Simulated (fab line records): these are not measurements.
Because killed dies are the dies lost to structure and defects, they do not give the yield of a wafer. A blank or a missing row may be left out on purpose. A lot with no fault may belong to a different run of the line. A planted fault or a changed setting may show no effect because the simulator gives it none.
Code-filled problem report in 8D (eight disciplines) form || flow nandHarc || the parts of the form that need people (team, actions taken, sign-off) are left out

== 1. THE ISSUE ==
Wafers without a fault read 220, standard deviation 100; rawDefectCount at NHARC_P_GATE_INSPECT_68 reads a mean of 958 on 6 wafers belonging to 2 lots. That is +7.4 standard deviations from the usual mean.
First observed at day 12 17:01: wafer L131.2, on defectInspect-01. The record holds 36 wafers of 12 lots with a number at this step. Rule for "out", or "out of limits": more than 4 standard deviations from the usual mean. The other wafers with a number count as sound.

== 2. WHAT IT IS, AND WHAT IT ISN'T ==
{"question": "which readings at this step", "is": "rawDefectCount", "is not": "-"}
{"question": "which lots", "is": "L131, L132", "is not": "L114, L115, L116, L120, L123, L129, L133, L134, L135, L137"}
{"question": "which wafers of those lots", "is": "all that have a number", "is not": "-"}
{"question": "read on which gauges", "is": "defectInspect-01, defectInspect-02", "is not": "-"}
{"question": "when", "is": "from day 12 17:01", "is not": "up to then (18 sound wafers); but 12 sound wafers of L133, L134, L135, L137 came after"}

== 3. SUSPECTS, AND WHAT RULES EACH OUT ==
Counting: a tool at any process step up to the reading remains a suspect when it ran all the lots that are out and ran no sound lot after the first of those.
- the gauge at NHARC_P_GATE_INSPECT_68: ruled out. 2 gauges (defectInspect-01, defectInspect-02) read the wafers that are out.
- plasmaAsher-01 at NHARC_P_GATE_STRIP_111 (strips in N2/H2, time 250 s): kept. Every lot that is out went through it, starting with L131 (day 12 11:07), and after that it ran no sound lot; the last sound lot it ran before then is L129 (day 11 15:49).
Left after counting: plasmaAsher-01 at NHARC_P_GATE_STRIP_111.

== 4. THE CAUSE (what the simulator had put in) ==
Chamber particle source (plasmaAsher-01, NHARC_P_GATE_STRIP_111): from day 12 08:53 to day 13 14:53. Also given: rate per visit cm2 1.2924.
Counting left only this tool.

== 5. THE EFFECT CHAIN, in route order ==
One row per reading whose mean, taken over the struck wafers that have a number, lies over 3 standard deviations from the usual. Scope: only readings with a usual standard deviation given in the record; hours: median across lots of the time from each lot's start at the first step in this table that gives one to its start at this step; sigmas: change in usual standard deviations.
{"hours": 0, "step": "NHARC_P_GATE_INSPECT_68", "reading": "rawDefectCount", "usual": 220, "on struck wafers": 958, "change": "+738", "sigmas": "+7.4"}
{"hours": 442, "step": "NHARC_END_SORT_01", "reading": "killedAtPeriphery", "usual": 4.2, "on struck wafers": 92.3, "change": "+88.1", "sigmas": "+30"}
{"hours": 442, "step": "NHARC_END_SORT_01", "reading": "killedDies", "usual": 57, "on struck wafers": 144, "change": "+88", "sigmas": "+5.5"}

== 6. WHAT WOULD HAVE CAUGHT IT SOONER ==
In this record the first reading out of limits at a measuring or inspecting step was taken at day 12 17:01, 8 hours after the fault began at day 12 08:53.
Of the tool readings at NHARC_P_GATE_STRIP_111 for which the record gives a usual standard deviation, none was out on any struck wafer, so an alarm limit of 4 standard deviations on them would not have fired.
Among the 2 lots that are out, L132 began NHARC_P_GATE_STRIP_111 on plasmaAsher-01 after day 12 17:01. A hold on the tool at that time would have spared it.
